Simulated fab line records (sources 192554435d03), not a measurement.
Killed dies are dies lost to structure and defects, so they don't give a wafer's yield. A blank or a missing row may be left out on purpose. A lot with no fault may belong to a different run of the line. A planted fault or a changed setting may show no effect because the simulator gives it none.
Which tool did it?	flow n5_finfet	24 lots with 72 wafers sampled at 6 steps, on a route of 1938 steps

## WHAT THE GAUGES SHOWED, per wafer
N5_BEOL_M2_THK_MEAS_01. Usual: M2_ILD_THK 79.0 nm, standard deviation 0.96.
lot	measured	on	M2_ILD_THK (nm)	flag
L076	day 7 06:35	film_metro-02	76.8 77.9 78.8	
L075	day 7 09:31	film_metro-02	78.5 80.3 79.5	
L077	day 7 11:31	film_metro-02	78.6 78.1 79.4	
L078	day 8 03:23	film_metro-01	79.1 78.6 79.0	
L079	day 8 04:32	film_metro-02	77.8 79.0 79.5	
L074	day 8 06:17	film_metro-01	78.9 80.0 79.8	
L080	day 8 08:59	film_metro-01	78.3 77.7 79.6	
L081	day 8 12:37	film_metro-02	78.6 77.5 79.5	
L082	day 8 14:10	film_metro-01	77.7 79.1 80.1	
L083	day 8 19:05	film_metro-02	77.6 78.5 79.8	
L084	day 8 22:33	film_metro-02	77.5 78.7 79.5	
L085	day 9 01:29	film_metro-01	78.6 79.0 80.3	
L086	day 9 18:58	film_metro-01	77.5 77.9 79.8	
L087	day 10 03:37	film_metro-01	78.3 78.3 79.2	
L088	day 10 03:56	film_metro-02	78.8 79.2 80.6	
L090	day 10 16:34	film_metro-02	79.9 79.3 80.5	
L089	day 10 16:45	film_metro-01	78.0 78.1 78.7	
L092	day 10 23:01	film_metro-02	77.4 79.1 79.0	
L091	day 11 02:56	film_metro-01	79.5 80.0 80.3	
L093	day 12 00:33	film_metro-01	78.6 79.4 80.9	
L094	day 12 03:13	film_metro-01	77.9 77.9 79.8	
L095	day 12 04:07	film_metro-02	78.7 77.6 79.1	
L096	day 12 07:23	film_metro-01	78.7 79.4 80.5	
L097	day 12 13:41	film_metro-02	77.5 79.5 79.4	

## TOOL THAT RAN EACH LOT (tool first, then ch and the chambers of the sampled wafers, then the start)
lot	N5_BEOL_M1_SPUTTER_79	N5_BEOL_M1_ANNEAL_87	N5_BEOL_M1_SPUTTER_94	N5_BEOL_M1_SPUTTER_96	N5_BEOL_M1_PRE_CLEAN_60
L076	pvd_sputter-01, day 7 03:32	pvd_sputter-01, day 7 04:04	pvd_sputter-01, day 7 04:52	pvd_sputter-01, day 7 05:05	cvd_co-01 ch 0,2, day 7 06:14
L075	pvd_sputter-01, day 7 06:23	pvd_sputter-01, day 7 06:54	pvd_sputter-01, day 7 07:42	pvd_sputter-01, day 7 07:55	cvd_co-02 ch 0,2, day 7 08:57
L077	pvd_sputter-02, day 7 08:47	pvd_sputter-02, day 7 09:19	pvd_sputter-02, day 7 10:07	pvd_sputter-02, day 7 10:20	cvd_co-02 ch 0,2, day 7 11:10
L078	pvd_sputter-01, day 8 00:40	pvd_sputter-01, day 8 01:11	pvd_sputter-01, day 8 01:59	pvd_sputter-01, day 8 02:12	cvd_co-01 ch 0,2, day 8 03:02
L079	pvd_sputter-03, day 8 01:46	pvd_sputter-03, day 8 02:17	pvd_sputter-03, day 8 03:05	pvd_sputter-03, day 8 03:19	cvd_co-01 ch 0,1,2, day 8 04:09
L074	pvd_sputter-01, day 8 03:23	pvd_sputter-01, day 8 03:54	pvd_sputter-01, day 8 04:42	pvd_sputter-01, day 8 04:55	cvd_co-01 ch 0,1,2, day 8 05:55
L080	pvd_sputter-01, day 8 06:05	pvd_sputter-01, day 8 06:36	pvd_sputter-01, day 8 07:24	pvd_sputter-01, day 8 07:37	cvd_co-01 ch 0,1,2, day 8 08:37
L081	pvd_sputter-02, day 8 06:38	pvd_sputter-02, day 8 07:09	pvd_sputter-02, day 8 07:57	pvd_sputter-02, day 8 11:26	cvd_co-01 ch 0,2, day 8 12:16
L082	pvd_sputter-03, day 8 11:20	pvd_sputter-03, day 8 11:52	pvd_sputter-03, day 8 12:40	pvd_sputter-03, day 8 12:53	cvd_co-01 ch 0,1,2, day 8 13:49
L083	pvd_sputter-01, day 8 15:51	pvd_sputter-01, day 8 16:22	pvd_sputter-01, day 8 17:10	pvd_sputter-01, day 8 17:23	cvd_co-02 ch 0,1,2, day 8 18:44
L084	pvd_sputter-02, day 8 19:43	pvd_sputter-02, day 8 20:14	pvd_sputter-02, day 8 21:02	pvd_sputter-02, day 8 21:16	cvd_co-02 ch 1,2, day 8 22:10
L085	pvd_sputter-02, day 8 22:46	pvd_sputter-02, day 8 23:17	pvd_sputter-02, day 9 00:05	pvd_sputter-02, day 9 00:19	cvd_co-02 ch 1,2, day 9 01:08
L086	pvd_sputter-01, day 9 16:14	pvd_sputter-01, day 9 16:46	pvd_sputter-01, day 9 17:34	pvd_sputter-01, day 9 17:47	cvd_co-01 ch 0,1,2, day 9 18:36
L087	pvd_sputter-02, day 10 00:55	pvd_sputter-02, day 10 01:26	pvd_sputter-02, day 10 02:14	pvd_sputter-02, day 10 02:27	cvd_co-01 ch 1,2, day 10 03:16
L088	pvd_sputter-01, day 10 01:01	pvd_sputter-01, day 10 01:32	pvd_sputter-01, day 10 02:20	pvd_sputter-01, day 10 02:34	cvd_co-01 ch 0,2, day 10 03:35
L090	pvd_sputter-03, day 10 13:40	pvd_sputter-03, day 10 14:11	pvd_sputter-03, day 10 14:59	pvd_sputter-03, day 10 15:13	cvd_co-02 ch 0,1,2, day 10 16:13
L089	pvd_sputter-01, day 10 13:47	pvd_sputter-01, day 10 14:19	pvd_sputter-01, day 10 15:07	pvd_sputter-01, day 10 15:20	cvd_co-01 ch 0,1, day 10 16:23
L092	pvd_sputter-02, day 10 20:18	pvd_sputter-02, day 10 20:49	pvd_sputter-02, day 10 21:37	pvd_sputter-02, day 10 21:50	cvd_co-01 ch 0,2, day 10 22:40
L091	pvd_sputter-03, day 11 00:03	pvd_sputter-03, day 11 00:34	pvd_sputter-03, day 11 01:22	pvd_sputter-03, day 11 01:35	cvd_co-01 ch 0,1,2, day 11 02:32
L093	pvd_sputter-02, day 11 21:50	pvd_sputter-02, day 11 22:21	pvd_sputter-02, day 11 23:09	pvd_sputter-02, day 11 23:22	cvd_co-01 ch 0,1, day 12 00:12
L094	pvd_sputter-01, day 12 00:29	pvd_sputter-01, day 12 01:01	pvd_sputter-01, day 12 01:49	pvd_sputter-01, day 12 02:02	cvd_co-02 ch 0,1,2, day 12 02:52
L095	pvd_sputter-02, day 12 01:22	pvd_sputter-02, day 12 01:53	pvd_sputter-02, day 12 02:41	pvd_sputter-02, day 12 02:55	cvd_co-01 ch 1,2, day 12 03:44
L096	pvd_sputter-01, day 12 04:40	pvd_sputter-01, day 12 05:11	pvd_sputter-01, day 12 05:59	pvd_sputter-01, day 12 06:13	cvd_co-01 ch 0,1,2, day 12 07:02
L097	pvd_sputter-01, day 12 10:41	pvd_sputter-01, day 12 11:13	pvd_sputter-01, day 12 12:01	pvd_sputter-01, day 12 12:14	cvd_co-02 ch 1,2, day 12 13:19
- N5_BEOL_M1_SPUTTER_79: material Cu, target thk 4.5 nm, time 8.29 s.
- N5_BEOL_M1_ANNEAL_87: time 240 s.
- N5_BEOL_M1_SPUTTER_94: material Cu, target thk 4.5 nm, time 8.29 s.
- N5_BEOL_M1_SPUTTER_96: material Cu, target thk 4.5 nm, time 8.29 s.
- N5_BEOL_M1_PRE_CLEAN_60: time 15 s.

## AS READ BY THE TOOLS THEMSELVES (means over the sampled wafers that have a number; for cases with no such wafer, the mark the record gives instead)
N5_BEOL_M1_SPUTTER_79. Usual: throttle_valve_pct 30.0 %, standard deviation 1.1.
lot	tool	throttle_valve_pct (%)	flag
L076	pvd_sputter-01	30.3	
L075	pvd_sputter-01	31.1	
L077	pvd_sputter-02	29.3	
L078	pvd_sputter-01	30.2	
L079	pvd_sputter-03	29.3	
L074	pvd_sputter-01	31.0	
L080	pvd_sputter-01	30.7	
L081	pvd_sputter-02	28.8	
L082	pvd_sputter-03	29.6	
L083	pvd_sputter-01	30.6	
L084	pvd_sputter-02	29.6	
L085	pvd_sputter-02	28.9	
L086	pvd_sputter-01	30.3	
L087	pvd_sputter-02	29.1	
L088	pvd_sputter-01	30.5	
L090	pvd_sputter-03	29.7	
L089	pvd_sputter-01	30.7	
L092	pvd_sputter-02	29.0	
L091	pvd_sputter-03	30.1	
L093	pvd_sputter-02	28.9	
L094	pvd_sputter-01	30.1	
L095	pvd_sputter-02	29.0	
L096	pvd_sputter-01	30.3	
L097	pvd_sputter-01	30.5	

N5_BEOL_M1_ANNEAL_87. Usual: heater_power_w 799 W, standard deviation 67.
lot	tool	heater_power_w (W)	flag
L076	pvd_sputter-01	798	
L075	pvd_sputter-01	805	
L077	pvd_sputter-02	808	
L078	pvd_sputter-01	821	
L079	pvd_sputter-03	764	
L074	pvd_sputter-01	803	
L080	pvd_sputter-01	795	
L081	pvd_sputter-02	790	
L082	pvd_sputter-03	772	
L083	pvd_sputter-01	806	
L084	pvd_sputter-02	727	
L085	pvd_sputter-02	868	
L086	pvd_sputter-01	812	
L087	pvd_sputter-02	798	
L088	pvd_sputter-01	812	
L090	pvd_sputter-03	738	
L089	pvd_sputter-01	799	
L092	pvd_sputter-02	784	
L091	pvd_sputter-03	745	
L093	pvd_sputter-02	865	
L094	pvd_sputter-01	797	
L095	pvd_sputter-02	865	
L096	pvd_sputter-01	802	
L097	pvd_sputter-01	808	

N5_BEOL_M1_SPUTTER_94. Usual: throttle_valve_pct 30.0 %, standard deviation 1.
lot	tool	throttle_valve_pct (%)	flag
L076	pvd_sputter-01	30.2	
L075	pvd_sputter-01	31.0	
L077	pvd_sputter-02	29.2	
L078	pvd_sputter-01	30.2	
L079	pvd_sputter-03	29.2	
L074	pvd_sputter-01	30.9	
L080	pvd_sputter-01	30.6	
L081	pvd_sputter-02	28.7	
L082	pvd_sputter-03	29.6	
L083	pvd_sputter-01	30.6	
L084	pvd_sputter-02	29.6	
L085	pvd_sputter-02	29.0	
L086	pvd_sputter-01	30.2	
L087	pvd_sputter-02	29.2	
L088	pvd_sputter-01	30.6	
L090	pvd_sputter-03	29.6	
L089	pvd_sputter-01	30.7	
L092	pvd_sputter-02	29.2	
L091	pvd_sputter-03	30.0	
L093	pvd_sputter-02	29.1	
L094	pvd_sputter-01	30.2	
L095	pvd_sputter-02	29.1	
L096	pvd_sputter-01	30.3	
L097	pvd_sputter-01	30.5	

N5_BEOL_M1_SPUTTER_96. Usual: throttle_valve_pct 30.0 %, standard deviation 1.
lot	tool	throttle_valve_pct (%)	flag
L076	pvd_sputter-01	30.2	
L075	pvd_sputter-01	31.0	
L077	pvd_sputter-02	29.3	
L078	pvd_sputter-01	30.2	
L079	pvd_sputter-03	29.3	
L074	pvd_sputter-01	31.0	
L080	pvd_sputter-01	30.6	
L081	pvd_sputter-02	28.8	
L082	pvd_sputter-03	29.5	
L083	pvd_sputter-01	30.5	
L084	pvd_sputter-02	29.4	
L085	pvd_sputter-02	28.9	
L086	pvd_sputter-01	30.2	
L087	pvd_sputter-02	29.1	
L088	pvd_sputter-01	30.7	
L090	pvd_sputter-03	29.9	
L089	pvd_sputter-01	30.7	
L092	pvd_sputter-02	29.0	
L091	pvd_sputter-03	30.1	
L093	pvd_sputter-02	28.9	
L094	pvd_sputter-01	30.1	
L095	pvd_sputter-02	29.1	
L096	pvd_sputter-01	30.2	
L097	pvd_sputter-01	30.5	

N5_BEOL_M1_PRE_CLEAN_60. Usual: heater_power_w 96 W, standard deviation 16.
lot	tool	heater_power_w (W)	flag
L076	cvd_co-01	92	
L075	cvd_co-02	71	
L077	cvd_co-02	70	
L078	cvd_co-01	93	
L079	cvd_co-01	100	
L074	cvd_co-01	98	
L080	cvd_co-01	98	
L081	cvd_co-01	94	
L082	cvd_co-01	99	
L083	cvd_co-02	87	
L084	cvd_co-02	94	
L085	cvd_co-02	76	
L086	cvd_co-01	99	
L087	cvd_co-01	100	
L088	cvd_co-01	93	
L090	cvd_co-02	89	
L089	cvd_co-01	102	
L092	cvd_co-01	93	
L091	cvd_co-01	100	
L093	cvd_co-01	106	
L094	cvd_co-02	88	
L095	cvd_co-01	110	
L096	cvd_co-01	101	
L097	cvd_co-02	77	

## THE ANSWER, worked out from the rows above alone
Rule: a lot counts as off when the mean over its wafers that have a number is more than 3 standard deviations away from the usual mean. Also off: a lot with no number at a reading for which 4 or more lots have one. All remaining lots with rows at the step are treated as sound. After the gauges, taken in route order, come the tools' own readings; for these a lot's mean is taken, as printed above. The first step at which some lot is off is used, and at that step the reading that is off furthest; a lot without a number counts as furthest.
Nothing can be told from this: no lot is off at any reading shown.

## WHAT HAD BEEN PUT IN BY THE SIMULATOR
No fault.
